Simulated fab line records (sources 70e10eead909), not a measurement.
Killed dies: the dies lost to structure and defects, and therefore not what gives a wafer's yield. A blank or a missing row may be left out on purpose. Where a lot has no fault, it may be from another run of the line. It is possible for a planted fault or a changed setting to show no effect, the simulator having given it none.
Comparing a struck lot with a sound one :: flow nand harc :: 15 out of 1159 route steps
Sound: these wafers, L350.1, L350.2, L350.3. Struck: wafer L364.6 (left out: L364.5, a lot-mate that was not struck); the cause follows at the end.
For every step that has rows: the tool of each side, followed by ch and its chambers, followed by its first start. Under that, the readings that differ: sound wafers :: struck wafers :: difference of the means :: sigmas: that difference in standard deviations of wafers without a fault.
alike: readings whose means differ by less than 2 such deviations, and words and numbers that are the same on both sides. not compared: withheld readings, readings that some wafer has no value for, bounds like >300 that may hide the same value, and numbers for which the record gives no deviation and whose values overlap.
The two part at a step that has a row with sigmas, a row that says differs or no value, or rows on one side only. Numbers that have no deviation but don't overlap get no sigmas and don't part them. Lack of a reading on every wafer of one side parts them only where that side has two or more wafers.

first, 7 steps without rows for these wafers: NHARC_A_BLC_COAT_03 (time 65 s); NHARC_A_BLC_COAT_04 (resist thk 90 nm); NHARC_A_BLC_SOFTBAKE_05 (time 55 s); NHARC_A_BLC_EBR_06; NHARC_A_BLC_EXPOSE_07 (exposes mask A BLC, target cd 100 nm); NHARC_A_BLC_PEB_08 (peb time 65 s); NHARC_A_BLC_DEVELOP_09 (develop time 35 s).
NHARC_A_BLC_CD_MEAS_10 targets a cd of 100 nm.
  sound on cd sem-03 ch 0, day 17 19:47; struck on cd sem-01 ch 0, day 21 15:11
  alike: cd nm
NHARC_A_BLC_OVL_MEAS_11:
  sound: overlay-01 at day 17 19:53; struck: overlay-02 at day 21 15:16
  alike: overlay x nm, overlay y nm
NHARC_A_BLC_INSPECT_12:
  sound: defect inspect-01 at day 17 19:55; struck: defect inspect-02 at day 21 15:18
  alike: raw defect count
NHARC_A_BLC_DESCUM_15: chemistry O2, time 3 s.
  sound on rie diel-12 ch 1,2,3, day 17 19:59; struck on rie diel-12 ch 3, day 21 15:23
reading: oes product au (a.u.)
sound: 1.008 1.005 1.003
struck: 0.988
difference: -0.017
sigmas: -2

reading: throttle valve pct (%)
sound: 11.311 11.316 11.307
struck: 11.332
difference: +0.021
sigmas: +2
  alike: drypump motor current A, rf vpp V, showerhead plenum p Torr
  not compared: rf hours counter h
NHARC_A_BLC_ETCH_16: etches the open film in CF4, target depth 39 nm, time 65 s.
  sound on rie diel-12 ch 0,1,3, day 17 20:04; struck on rie diel-12 ch 2, day 21 15:29
reading: drypump motor current A (A)
sound: 5.3 6.7 6.6
struck: 5.0
difference: -1.2
sigmas: -2
  alike: oes product au, rf vpp V, run length s, showerhead plenum p Torr, throttle valve pct
  not compared: rf hours counter h
NHARC_A_BLC_ETCH_17: etches the open film in N2/H2, target depth 390 nm, time 609.38 s.
  sound on rie diel-12 ch 0,1,3, day 17 20:12; struck on rie diel-12 ch 1, day 21 15:48
reading: run length s (s)
sound: 630.7 630.0 630.7
struck: 391.4
difference: -239.1
sigmas: -99 or more

reading: model.A_BLC.cd nm (nm)
sound: 101.5 99.17 100.2
struck: 104.6
difference: +4.3
sigmas: 
  alike: drypump motor current A, n2 flow sccm, oes product au, rf vpp V, showerhead plenum p Torr, throttle valve pct
  not compared: rf hours counter h
NHARC_A_BLC_ETCH_18: etches the open film in C4F8/O2/Ar, target depth 910 nm.
  sound on rie diel-12 ch 0,1,3; struck on rie diel-12 ch 3
reading: oes product au (a.u.)
sound: 0.963 0.967 0.980
struck: 0.927
difference: -0.043
sigmas: -2

reading: model.A_BLC.cd nm (nm)
sound: 100.9 98.17 100.4
struck: 103.1
difference: +3.3
sigmas: 
  alike: rf vpp V
  not compared: rf hours counter h
NHARC_A_BLC_CD_MEAS_19:
  sound: cd sem-01 at day 17 20:56; struck: cd sem-02 at day 21 16:31
reading: cd nm (nm)
sound: 101.0 98.4 100.1
struck: 102.9
difference: +3.1
sigmas: +2

== WHERE THEY PART ==
At NHARC_A_BLC_DESCUM_15 first; at NHARC_A_BLC_CD_MEAS_19 last (within this record only).

WHY: what had been put in by the simulator
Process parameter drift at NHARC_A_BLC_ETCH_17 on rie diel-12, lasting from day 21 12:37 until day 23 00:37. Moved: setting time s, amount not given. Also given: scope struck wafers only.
